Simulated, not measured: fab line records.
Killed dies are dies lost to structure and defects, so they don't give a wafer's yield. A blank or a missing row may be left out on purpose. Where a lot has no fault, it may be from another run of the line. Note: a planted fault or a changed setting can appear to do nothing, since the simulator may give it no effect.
fab line records    flow nandHarc
record lots=5  wafers=15  lastDay=32
route steps=1302 shown THIN_TSV@1255 END@1302
lots untouched by any fault: they come from a run of this same line in which no faults occurred
startH: hours from the record's first day to the start of the lot's first wafer shown    waitH: hours since the lot's step before    " identical to the entry in the row above    L1.1+2: a row that stands for several wafers    - no value, or no start was given    * or withheld: withheld    < > ~ a bound
route shown NAME@n: NAME is a module with steps in the file, n the number in the route of the first one    usual: mean and standard deviation over wafers with no fault    same: alike in all rows    chamber/n: place in a boat    sites: each site's reading    _std_site: standard deviation across them    _edge_site: the outer-site mean with the inner-site mean subtracted    radiusMm: for every site, how far away it sits from the centre of the wafer    mask NAME#n: copy n    behind: the tool/chamber that last shaped the wafer    hold: cause of the lot's hold/its duration in hours/its outcome    device: the n, p or np transistor that did not switch    end of line: the tests these same wafers got at the end of their route    step lacking rows: just its recipe    killed: dies that structure and defects cost at the first sort, which is not the same as the wafer's yield    map: a wafer's dies, marking killed ones x, the rest . and places with no die _
set.NAME: setting as actually run; set.NAME@STEP: the setting as run at that earlier step    model.NAME: the simulator's own value behind a step, which no gauge read
a table for each step, a row for each wafer; lots at some steps of the route
services: the hour from which a tool's chamber was out of use, counted from the record's first day as startH (under 0 if before that day), plus the number of hours and why
## steps
# step NHARC_THIN_TSV_EBR_08
# step NHARC_THIN_TSV_EXPOSE_09
# recipe na=0.55  doseMj=30.7  maskId=TSV
# step NHARC_THIN_TSV_PEB_10
# recipe pebTempC=118  pebTimeS=85
# step NHARC_THIN_TSV_DEVELOP_11
# recipe timeS=70
# step NHARC_THIN_TSV_CD_MEAS_12
# recipe targetCdNm=1000  landingEnergyEv=500
# usual cdNm=1000.3/2.1
lot.wafer  tool      chamber  startH  waitH  cdNm
L735.2     cdSem-02  0        573.52  -      999.1
L735.4     "         0        "       "      1003.1
L735.6     "         0        "       "      1001.0
L736.3     cdSem-03  0        592.79  -      1001.8
L736.4     "         0        "       "      1001.5
L736.6     "         0        "       "      1000.8
L741.1     cdSem-03  0        646.25  -      1003.3
L741.2     "         0        "       "      999.9
L741.3     "         0        "       "      1002.6
L742.1     cdSem-02  0        662.11  -      998.1
L742.3     "         0        "       "      1000.4
L742.6     "         0        "       "      999.6
L750.1     cdSem-01  0        746.56  -      999.2
L750.3     "         0        "       "      996.5
L750.4     "         0        "       "      998.9
# step NHARC_THIN_TSV_HARDBAKE_13
# recipe tempC=125  timeS=80
# step NHARC_THIN_TSV_DESCUM_14
# recipe timeS=3  o2FlowSccm=200  arFlowSccm=0  biasPowerW=0  chemistry=O2
# step NHARC_THIN_TSV_ETCH_44
# recipe targetDepthA=15942  timeS=797.1  cf4FlowSccm=150  o2FlowSccm=10  arFlowSccm=0  rfW=300  biasW=800  chemistry=CF4/O2
# step NHARC_THIN_TSV_ETCH_15
# recipe targetDepthA=30000  boschTargetOveretchCycles=2  boschEtchStepS=2.8  boschDepStepS=1.2  boschCycles=14
# usual drypumpMotorCurrentA=5.8/0.47
lot.wafer  tool      chamber  startH  waitH  drypumpMotorCurrentA  rfHoursCounterH
L735.2     rieSi-04  2        574.35  -      5.0                   0.43
L735.6     "         1        "       "      5.8                   -
L735.4     "         2        "       "      5.0                   -
L736.3     rieSi-06  0        593.62  -      6.1                   0.83
L736.4     "         1        "       "      5.9                   0.92
L736.6     "         3        "       "      6.5                   -
L741.3     rieSi-04  3        647.07  -      6.3                   0.44
L741.2     "         0        "       "      6.1                   0.83
L741.1     "         1        "       "      5.8                   0.64
L742.3     rieSi-02  3        662.93  -      5.8                   0.20
L742.1     "         0        "       "      4.8                   0.20
L742.6     "         1        "       "      6.0                   -
L750.4     rieSi-02  0        747.37  -      4.8                   0.61
L750.3     "         1        "       "      6.0                   0.92
L750.1     "         2        "       "      5.5                   0.46
# step NHARC_THIN_TSV_CD_MEAS_16
# usual cdNm=1000.4/2.2
lot.wafer  tool      chamber  startH  waitH  cdNm
L735.2     cdSem-03  -        574.50  0.1    998.4
L735.4     "         -        "       "      1003.7
L735.6     "         -        "       "      1001.3
L736.3     cdSem-02  -        593.74  0.1    1002.0
L736.4     "         -        "       "      1001.8
L736.6     "         -        "       "      1001.4
L741.1     cdSem-03  -        647.22  0.1    1002.9
L741.2     "         -        "       "      1000.5
L741.3     "         -        "       "      1003.2
L742.1     cdSem-01  -        663.10  0.1    999.3
L742.3     "         -        "       "      1000.2
L742.6     "         -        "       "      999.9
L750.1     cdSem-02  -        747.52  0.1    999.1
L750.3     "         -        "       "      997.5
L750.4     "         -        "       "      997.9
# step NHARC_THIN_TSV_STRIP_45
# recipe powerW=1500  tempC=250  chemistry=O2
# step NHARC_THIN_TSV_STRIP_46
# recipe timeS=1200  tempC=72.5  chemistry=postEtchResidueRemover
# step NHARC_THIN_TSV_DEP_47
# recipe targetThkA=2000  tempC=withheld  pressureTorr=6.5  rfW=900  teosFlowSccm=161.4  flowSccm=2650  targetThkNm=200  gas=O2  material=SiO2
# usual throttleValvePct=16.0/0.51
lot.wafer  tool      chamber  startH  waitH  throttleValvePct
L735.2     pecvd-03  1        575.43  -      15.6
L735.6     "         1        "       "      15.3
L735.4     "         2        "       "      15.2
L736.3     pecvd-04  0        594.91  -      16.5
L736.4     "         1        "       "      15.5
L736.6     "         2        "       "      16.4
L741.1     pecvd-04  1        648.09  -      15.4
L741.3     "         2        "       "      16.1
L741.2     "         0        "       "      16.1
L742.3     pecvd-04  0        664.01  -      16.0
L742.1     "         1        "       "      15.2
L742.6     "         2        "       "      16.4
L750.3     pecvd-02  0        748.44  -      16.1
L750.1     "         1        "       "      16.8
L750.4     "         1        "       "      16.7
# step NHARC_THIN_TSV_ETCHBACK_48
# recipe targetDepthA=10285  overEtchFrac=0.3  timeS=405.17  ionEnergyEv=250  c4f8FlowSccm=withheld  arFlowSccm=withheld  rfW=600  biasW=300  chemistry=C4F8/Ar
# step NHARC_THIN_TSV_STRIP_62
# recipe powerW=1500  tempC=250  timeS=20  chemistry=N2/H2
# step NHARC_THIN_TSV_DEGAS_49
# recipe tempC=300  timeS=120
# step NHARC_THIN_TSV_PRE_CLEAN_50
# recipe timeS=30  tempC=280  gas=H2/He
# step NHARC_THIN_TSV_PVD_19
# recipe targetThkA=200  chamberPressurePa=5  material=TaN
# step NHARC_THIN_TSV_PVD_51
# recipe targetThkA=1000  chamberPressurePa=5  material=Cu
# usual throttleValvePct=29.8/0.87
lot.wafer  tool           chamber  startH  waitH  throttleValvePct
L735.4     pvdSputter-01  -        -       -      31.5
L735.2     "              -        "       "      30.9
L735.6     "              -        "       "      31.4
L736.4     pvdSputter-02  -        -       -      29.8
L736.3     "              -        "       "      29.9
L736.6     "              -        "       "      29.8
L741.3     pvdSputter-03  -        -       -      30.1
L741.1     "              -        "       "      30.4
L741.2     "              -        "       "      28.5
L742.3     pvdSputter-01  -        -       -      31.0
L742.1     "              -        "       "      30.1
L742.6     "              -        "       "      30.8
L750.1     pvdSputter-01  -        -       -      29.2
L750.4     "              -        "       "      30.0
L750.3     "              -        "       "      31.0
# step NHARC_THIN_TSV_ECD_20
# recipe targetThkA=20000  material=Cu
# step NHARC_THIN_TSV_ANNEAL_52
# recipe tempC=225  timeS=90
# usual wafer_temp_C_max=226.11/0.28
lot.wafer  tool          chamber  startH  waitH  wafer_temp_C_max
L735.2     rtpAnneal-01  0        577.67  0.7    225.94
L735.4     "             0        "       "      226.15
L735.6     "             0        "       "      225.99
L736.3     rtpAnneal-02  0        597.15  0.4    226.18
L736.4     "             0        "       "      225.72
L736.6     "             0        "       "      226.12
L741.1     rtpAnneal-02  0        650.21  0.6    225.97
L741.2     "             0        "       "      225.96
L741.3     "             0        "       "      226.23
L742.1     rtpAnneal-02  0        666.08  0.6    225.70
L742.3     "             0        "       "      225.38
L742.6     "             0        "       "      225.80
L750.1     rtpAnneal-01  0        750.50  0.6    226.24
L750.3     "             0        "       "      226.00
L750.4     "             0        "       "      226.76
# step NHARC_THIN_TSV_CMP_21
# recipe tOverpolishS=30  targetThkNm=2000
# step NHARC_THIN_TSV_SRD_23
# step NHARC_THIN_TSV_DEGAS_53
# recipe tempC=300  timeS=60
# step NHARC_THIN_TSV_PRE_CLEAN_54
# recipe timeS=30  tempC=280  gas=H2/He
# usual heaterPowerW=419/27
lot.wafer  tool           chamber  startH  waitH  heaterPowerW
L735.4     pvdSputter-01  -        578.52  0.1    397
L735.2     "              -        "       "      404
L735.6     "              -        "       "      403
L736.3     pvdSputter-02  -        597.92  0.0    454
L736.4     "              -        "       "      412
L736.6     "              -        "       "      438
L741.3     pvdSputter-01  -        651.08  0.1    421
L741.1     "              -        "       "      378
L741.2     "              -        "       "      411
L742.1     pvdSputter-02  -        666.95  0.1    414
L742.3     "              -        "       "      409
L742.6     "              -        "       "      419
L750.3     pvdSputter-02  -        751.38  0.0    431
L750.1     "              -        "       "      426
L750.4     "              -        "       "      471
# step NHARC_THIN_TSV_PVD_55
# recipe targetThkA=500  material=TiN
# step NHARC_THIN_TSV_PVD_24
# recipe targetThkA=8000  powerW=withheld  chamberPressurePa=withheld  substrateTempC=withheld  timeS=withheld  gas=Ar  material=Al
# step NHARC_THIN_TSV_DEHYDRATE_25
# recipe tempC=150  timeS=120
# step NHARC_THIN_TSV_HMDS_26
# recipe timeS=30
# step NHARC_THIN_TSV_COAT_27
# recipe spinRpm=*
# step NHARC_THIN_TSV_SOFTBAKE_28
# recipe tempC=122  timeS=95
# step NHARC_THIN_TSV_EBR_29
# step NHARC_THIN_TSV_EXPOSE_30
# recipe na=0.55  doseMj=11.47  maskId=PAD
# step NHARC_THIN_TSV_PEB_31
# recipe pebTempC=118  pebTimeS=85
# step NHARC_THIN_TSV_DEVELOP_32
# recipe timeS=70
# step NHARC_THIN_TSV_CD_MEAS_33
# recipe targetCdNm=5000  landingEnergyEv=500
# usual cdNm=5001.1/1.9
lot.wafer  tool      chamber  startH  waitH  cdNm
L735.2     cdSem-02  0        579.59  -      5001.2
L735.4     "         0        "       "      5002.2
L735.6     "         0        "       "      5000.9
L736.3     cdSem-03  0        598.99  -      4999.3
L736.4     "         0        "       "      4998.6
L736.6     "         0        "       "      5002.2
L741.1     cdSem-01  0        652.14  -      5002.7
L741.2     "         0        "       "      4999.5
L741.3     "         0        "       "      5000.2
L742.1     cdSem-03  0        667.90  -      5001.7
L742.3     "         0        "       "      5000.5
L742.6     "         0        "       "      5000.1
L750.1     cdSem-02  0        752.32  -      5003.1
L750.3     "         0        "       "      5002.2
L750.4     "         0        "       "      5000.1
# step NHARC_THIN_TSV_HARDBAKE_34
# recipe tempC=125  timeS=80
# step NHARC_THIN_TSV_DESCUM_35
# recipe timeS=3  o2FlowSccm=200  arFlowSccm=0  biasPowerW=0  chemistry=O2
# step NHARC_THIN_TSV_ETCH_59
# recipe targetDepthA=8800  icpW=900  biasW=100  Cl2_flow_sccm=60  bcl3FlowSccm=30  timeS=138.1  chemistry=Cl2/BCl3
# step NHARC_THIN_TSV_ETCH_36
# recipe targetDepthA=650  overEtchFrac=0.3  timeS=18.571  ionEnergyEv=150  chemistry=Cl2/BCl3
# usual drypumpMotorCurrentA=5.4/0.51  oesProductAu=0.999/0.0082
lot.wafer  tool         chamber  startH  waitH  drypumpMotorCurrentA  oesProductAu  rfHoursCounterH
L735.2     rieMetal-03  0        580.15  0.2    5.4                   0.992         1.7
L735.4     "            1        "       "      6.1                   0.995         -
L735.6     "            0        "       "      5.4                   1.001         -
L736.4     rieMetal-01  0        599.54  0.2    5.0                   0.989         -
L736.3     "            1        "       "      5.9                   1.000         -
L736.6     "            1        "       "      5.9                   1.007         -
L741.2     rieMetal-03  0        652.68  0.2    5.3                   0.990         2.8
L741.1     "            1        "       "      6.1                   0.995         2.8
L741.3     "            0        "       "      5.3                   0.997         -
L742.1     rieMetal-01  0        668.45  0.2    5.0                   1.001         1.5
L742.3     "            0        "       "      5.0                   1.004         -
L742.6     "            1        "       "      5.9                   0.995         -
L750.1     rieMetal-03  0        752.87  0.2    5.3                   0.986         1.0
L750.3     "            1        "       "      6.1                   0.998         -
L750.4     "            0        "       "      5.3                   0.996         -
# step NHARC_THIN_TSV_STRIP_56
# recipe powerW=1500  tempC=250  chemistry=O2
# step NHARC_END_SORT_01
# recipe tempC=25
# usual defectLimitedYield=89.8/2.9  killedAtArray=65/19  killedAtOther=0.9/1.1  killedAtPeriphery=3.5/2.3  killedDies=69/19  killedOpen=3.2/1.8  killedShort=2.4/1.5
# same grossDies=677
lot.wafer  tool       chamber  startH  waitH  defectLimitedYield[%]  killedAtArray  killedAtOther  killedAtPeriphery  killedDies  killedOpen  killedShort
L736.3     prober-02  0        609.64  3.1    90.1                   66             1              0                  67          3           1
L736.4     prober-02  0        610.45  3.4    90.5                   63             0              1                  64          4           0
L736.6     prober-02  0        612.07  4.0    88.3                   71             3              5                  79          3           3
L741.1     prober-02  0        662.05  2.5    84.5                   102            0              3                  105         2           1
L741.2     prober-02  0        662.85  2.8    86.0                   93             0              2                  95          3           3
L741.3     prober-02  0        663.65  3.1    87.4                   82             1              2                  85          1           3
L742.1     prober-02  0        683.87  2.5    88.5                   74             0              4                  78          3           1
L742.3     prober-02  0        685.46  3.1    78.9                   67             74             2                  143         1           1
L742.6     prober-02  0        687.85  4.0    86.1                   88             3              3                  94          5           1
# killed by level:class
L736.3 A_CHANNEL_HOLE_D2:chamberFilmFlake=26 A_CHANNEL_HOLE_D1:chamberFilmFlake=21 A_CONTACT:chamberFilmFlake=8 A_STAIRCASE:chamberFilmFlake=4 A_ONON_D2:geometricParticle:open=2 A_BLC:chamberFilmFlake=2 A_WL_FILL:geometricParticle:open=1 A_M1:geometricParticle:short=1
L736.4 A_CHANNEL_HOLE_D1:chamberFilmFlake=30 A_CHANNEL_HOLE_D2:chamberFilmFlake=19 A_CONTACT:chamberFilmFlake=6 A_WL_FILL:geometricParticle:open=2 A_STAIRCASE:chamberFilmFlake=2 A_BLC:chamberFilmFlake=2 P_GATE:geometricParticle:open=1 A_CHANNEL_FILL_D2:geometricParticle:open=1
L736.6 A_CHANNEL_HOLE_D1:chamberFilmFlake=29 A_CHANNEL_HOLE_D2:chamberFilmFlake=24 A_CONTACT:chamberFilmFlake=5 P_GATE:chamberFilmFlake=3 A_STAIRCASE:chamberFilmFlake=3 A_ONON_D1:geometricParticle:short=2 A_WL_FILL:chamberFilmFlake=2 A_BLC:chamberFilmFlake=2
L741.1 A_SLIT:chamberFilmFlake=36 A_CHANNEL_HOLE_D1:chamberFilmFlake=31 A_CHANNEL_HOLE_D2:chamberFilmFlake=22 A_CONTACT:chamberFilmFlake=5 P_GATE:chamberFilmFlake=2 A_ZERO_WELL:chamberFilmFlake=2 A_CHANNEL_HOLE_D1:geometricParticle:open=1 A_SGD_CUT:geometricParticle:short=1
L741.2 A_CHANNEL_HOLE_D1:chamberFilmFlake=28 A_CHANNEL_HOLE_D2:chamberFilmFlake=26 A_SLIT:chamberFilmFlake=25 A_CONTACT:chamberFilmFlake=4 P_M0:geometricParticle:short=2 A_BLC:geometricParticle:open=2 A_STAIRCASE:chamberFilmFlake=2 A_WL_FILL:chamberFilmFlake=2
L741.3 A_SLIT:chamberFilmFlake=34 A_CHANNEL_HOLE_D1:chamberFilmFlake=28 A_CHANNEL_HOLE_D2:chamberFilmFlake=13 A_BONDPAD:chamberFilmFlake=4 P_CONTACT:geometricParticle:short=1 A_CHANNEL_FILL_D1:geometricParticle:short=1 A_SGD_CUT:geometricParticle:short=1 P_M1:chamberFilmFlake=1
L742.1 A_SLIT:chamberFilmFlake=31 A_CHANNEL_HOLE_D1:chamberFilmFlake=29 A_STAIRCASE:chamberFilmFlake=5 A_WL_FILL:chamberFilmFlake=3 P_STI:chamberFilmFlake=2 A_SGD_CUT:chamberFilmFlake=2 P_M0:geometricParticle:open=1 P_M1:geometricParticle:open=1
L742.3 THIN_TSV:unspecified=73 A_SLIT:chamberFilmFlake=30 A_CHANNEL_HOLE_D1:chamberFilmFlake=25 A_SGD_CUT:chamberFilmFlake=5 A_STAIRCASE:chamberFilmFlake=2 A_WL_FILL:chamberFilmFlake=2 P_CONTACT:geometricParticle:open=1 A_BLC:geometricParticle:short=1
L742.6 A_SLIT:chamberFilmFlake=41 A_CHANNEL_HOLE_D1:chamberFilmFlake=34 A_ONON_D1:geometricParticle:open=2 A_STAIRCASE:chamberFilmFlake=2 A_CONTACT:chamberFilmFlake=2 THIN_TSV:chamberFilmFlake=2 A_SOURCE_PLATE:geometricParticle:short=1 A_CHANNEL_FILL_D2:geometricParticle:open=1
# map L742.3 (x killed, . not)
____________.____________
_________......._________
_______x.........._______
______.............______
_____....x.........._____
____.................____
____.................____
___...................___
___...................___
__.....................__
__.....................__
_...............x......._
_.............xx.x......_
_.................xx...._
_.................x....._
_...............xx......_
..x..x...........xx..x...
.xx.x...........x.xx..x..
xxxxx............xxx.....
xxxxxx.........x.xxxxx...
xxxxxxxx.........xxx.....
_xxxxxxx.x......x.x..x.._
_xxxxxx.x.......xx.x...._
_xxxxxxx.xxx............_
_xxxxxxxxx............x._
_xxxxxxxxxx............._
__xxxxxxxx.xx..........__
__xxxxxxxx.x...........__
___xxxxx.x.x..........___
___xxxxxx.............___
____.xx.xx...........____
____.......x.........____
_____..............._____
______........x....______
_______..........._______
_________......._________
____________.____________
# map L736.6 (x killed, . not)
____________.____________
_________......._________
_______..........._______
______....x........______
_____..............._____
____.................____
____.................____
___...................___
___..............x....___
__x........x..x........__
__.....x..........x....__
_..................x...._
_......................._
_....x.................._
_......................._
_x......................_
.x...x...................
...x........x...x........
......x.xx....x..........
x......x.xxx.............
......xxxx...............
_....xxxxxx.....x.....x._
_x.xx.xxxx..x..........._
_....xxxxxxx............_
_....xxxxx.............._
_.....xxxxx............._
__..x.xxxx.............__
__...xx.xx.............__
___........x...x......___
___....x..............___
____...xx............____
____....x............____
_____.x............._____
______.............______
_______..........._______
_________....x.x_________
____________.____________
## services
tool           chamber  startH  hours  kind
pecvd-04       2        558.56  5.7    repair
rieMetal-01    -        575.00  9.0    pm
pvdSputter-01  -        582.69  10.0   pm
pecvd-02       -        589.21  13.0   pm
pvdSputter-02  -        589.95  0.8    repair
rieSi-06       -        603.00  9.0    pm
rieSi-02       1        613.82  5.5    repair
rieSi-02       -        631.00  9.0    pm
pecvd-04       -        631.22  13.0   pm
pvdSputter-02  -        638.45  10.0   pm
rieSi-02       2        646.59  21.0   repair
pecvd-02       2        657.93  2.9    repair
rieSi-04       1        688.68  6.2    repair
pecvd-04       -        689.77  0.3    repair
rieMetal-03    -        696.00  9.0    pm
rieSi-04       -        696.00  9.0    pm
rieSi-02       2        696.07  11.1   repair
rieSi-02       0        697.42  7.7    repair
pvdSputter-03  -        704.33  10.0   pm
pecvd-02       -        714.99  1.7    repair
rieSi-06       0        715.29  7.5    repair
rieSi-04       2        717.66  4.8    repair
rtpAnneal-02   -        744.00  12.0   pm
rieMetal-01    -        752.00  9.0    pm
## key
firstSign step=NHARC_END_SORT_01  reading=killedAtOther  direction=up  sigmas=64  usual=0.9  struck=74
effect step=NHARC_END_SORT_01  reading=defectLimitedYield  direction=down  sigmas=3.8  usual=89.8  struck=78.9
moreKillsBornAt NHARC_THIN_TSV_DEP_47@pecvd-04=73
metAt NHARC_THIN_TSV_DEP_47
struckWafers L742.3
onsetBetween 648.09 664.01
fault kind=chamberParticleSource  tool=pecvd-04  chamber=0  onsetH=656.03  steps=NHARC_THIN_TSV_DEP_47  ratePerVisitCm2=1.5691  endH=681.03
